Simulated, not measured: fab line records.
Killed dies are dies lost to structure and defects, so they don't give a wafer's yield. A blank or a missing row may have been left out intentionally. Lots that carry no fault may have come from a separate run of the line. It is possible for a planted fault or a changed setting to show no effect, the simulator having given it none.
Matching of chambers :: flow n5_finfet :: N5_BEOL_M8_STRIP_19 on rie_diel-02: 4 sister chambers
The step strips in O2. 20 wafers are shown with their chamber, then 10 later ones without.

== WAFERS, EACH WITH ITS CHAMBER ==
wafer: L075.1
chamber: 3
showerhead_plenum_p_Torr (Torr): 2.23
throttle_valve_pct (%): 16.46
oes_product_au (a.u.): 0.90

wafer: L075.2
chamber: 1
showerhead_plenum_p_Torr (Torr): 2.06
throttle_valve_pct (%): 16.03
oes_product_au (a.u.): 0.98

wafer: L075.3
chamber: 0
showerhead_plenum_p_Torr (Torr): 1.97
throttle_valve_pct (%): 17.10
oes_product_au (a.u.): 0.70

wafer: L075.4
chamber: 2
showerhead_plenum_p_Torr (Torr): 2.05
throttle_valve_pct (%): 16.59
oes_product_au (a.u.): 0.85

wafer: L075.5
chamber: 1
showerhead_plenum_p_Torr (Torr): 2.06
throttle_valve_pct (%): 16.05
oes_product_au (a.u.): 0.97

wafer: L075.6
chamber: 0
showerhead_plenum_p_Torr (Torr): 1.97
throttle_valve_pct (%): 17.11
oes_product_au (a.u.): 0.70

wafer: L076.2
chamber: 2
showerhead_plenum_p_Torr (Torr): 2.04
throttle_valve_pct (%): 16.56
oes_product_au (a.u.): 0.83

wafer: L076.3
chamber: 1
showerhead_plenum_p_Torr (Torr): 2.05
throttle_valve_pct (%): 16.08
oes_product_au (a.u.): 0.96

wafer: L076.5
chamber: 1
showerhead_plenum_p_Torr (Torr): 2.05
throttle_valve_pct (%): 16.08
oes_product_au (a.u.): 0.96

wafer: L079.2
chamber: 1
showerhead_plenum_p_Torr (Torr): 2.05
throttle_valve_pct (%): 16.11
oes_product_au (a.u.): 0.94

wafer: L079.4
chamber: 3
showerhead_plenum_p_Torr (Torr): 2.23
throttle_valve_pct (%): 16.50
oes_product_au (a.u.): 0.88

wafer: L079.6
chamber: 0
showerhead_plenum_p_Torr (Torr): 1.97
throttle_valve_pct (%): 17.13
oes_product_au (a.u.): 0.68

wafer: L082.1
chamber: 3
showerhead_plenum_p_Torr (Torr): 2.22
throttle_valve_pct (%): 16.54
oes_product_au (a.u.): 0.88

wafer: L082.2
chamber: 2
showerhead_plenum_p_Torr (Torr): 2.04
throttle_valve_pct (%): 16.63
oes_product_au (a.u.): 0.82

wafer: L082.3
chamber: 0
showerhead_plenum_p_Torr (Torr): 1.97
throttle_valve_pct (%): 17.13
oes_product_au (a.u.): 0.68

wafer: L083.1
chamber: 0
showerhead_plenum_p_Torr (Torr): 1.96
throttle_valve_pct (%): 17.16
oes_product_au (a.u.): 0.68

wafer: L083.3
chamber: 3
showerhead_plenum_p_Torr (Torr): 2.22
throttle_valve_pct (%): 16.54
oes_product_au (a.u.): 0.87

wafer: L083.4
chamber: 2
showerhead_plenum_p_Torr (Torr): 2.04
throttle_valve_pct (%): 16.63
oes_product_au (a.u.): 0.82

wafer: L087.1
chamber: 2
showerhead_plenum_p_Torr (Torr): 2.04
throttle_valve_pct (%): 16.62
oes_product_au (a.u.): 0.81

wafer: L087.3
chamber: 2
showerhead_plenum_p_Torr (Torr): 2.04
throttle_valve_pct (%): 16.63
oes_product_au (a.u.): 0.80

SIGNATURES (means of the wafers above)
reading: showerhead_plenum_p_Torr
chamber 0: 1.9680
chamber 1: 2.0540
chamber 2: 2.0417
chamber 3: 2.2250
scatter within a chamber: 0.00489

reading: throttle_valve_pct
chamber 0: 17.1260
chamber 1: 16.0700
chamber 2: 16.6100
chamber 3: 16.5100
scatter within a chamber: 0.0301

reading: oes_product_au
chamber 0: 0.6880
chamber 1: 0.9620
chamber 2: 0.8217
chamber 3: 0.8825
scatter within a chamber: 0.0144
Rule: distance of a wafer from a chamber = root of the sum over the readings of ((wafer's reading minus chamber's mean) / reading's scatter) squared. The wafer belongs to the nearest chamber; if the next one is less than 2 further off, it can't be placed. The scatter: the root of (the sum of the squares of (reading less its chamber's mean) over the shown wafers, divided by (wafers less chambers)).

== WAFERS WITHOUT THEIR CHAMBER ==
wafer: L087.6
showerhead_plenum_p_Torr (Torr): 2.05
throttle_valve_pct (%): 16.11
oes_product_au (a.u.): 0.89

wafer: L093.1
showerhead_plenum_p_Torr (Torr): 2.22
throttle_valve_pct (%): 16.55
oes_product_au (a.u.): 0.84

wafer: L093.5
showerhead_plenum_p_Torr (Torr): 2.22
throttle_valve_pct (%): 16.65
oes_product_au (a.u.): 0.92

wafer: L093.6
showerhead_plenum_p_Torr (Torr): 2.04
throttle_valve_pct (%): 16.14
oes_product_au (a.u.): 0.87

wafer: L095.2
showerhead_plenum_p_Torr (Torr): 2.04
throttle_valve_pct (%): 16.16
oes_product_au (a.u.): 0.87

wafer: L095.3
showerhead_plenum_p_Torr (Torr): 2.21
throttle_valve_pct (%): 16.57
oes_product_au (a.u.): 0.83

wafer: L095.6
showerhead_plenum_p_Torr (Torr): 2.03
throttle_valve_pct (%): 16.65
oes_product_au (a.u.): 0.79

wafer: L097.1
showerhead_plenum_p_Torr (Torr): 2.03
throttle_valve_pct (%): 16.69
oes_product_au (a.u.): 0.79

wafer: L097.2
showerhead_plenum_p_Torr (Torr): 2.22
throttle_valve_pct (%): 16.69
oes_product_au (a.u.): 0.90

wafer: L097.4
showerhead_plenum_p_Torr (Torr): 2.04
throttle_valve_pct (%): 16.16
oes_product_au (a.u.): 0.85

== WHICH CHAMBER EACH WENT THROUGH ==
wafer: L087.6
from the rows above: 1
in truth: 1

wafer: L093.1
from the rows above: 3
in truth: 3

wafer: L093.5
from the rows above: 3
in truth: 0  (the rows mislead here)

wafer: L093.6
from the rows above: 1
in truth: 1

wafer: L095.2
from the rows above: 1
in truth: 1

wafer: L095.3
from the rows above: 3
in truth: 3

wafer: L095.6
from the rows above: 2
in truth: 2

wafer: L097.1
from the rows above: 2
in truth: 2

wafer: L097.2
from the rows above: 3
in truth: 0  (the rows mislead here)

wafer: L097.4
from the rows above: 1
in truth: 1
Correctly placed: 8 of 10. Not placeable from these rows: 0. Number placed wrongly: 2.
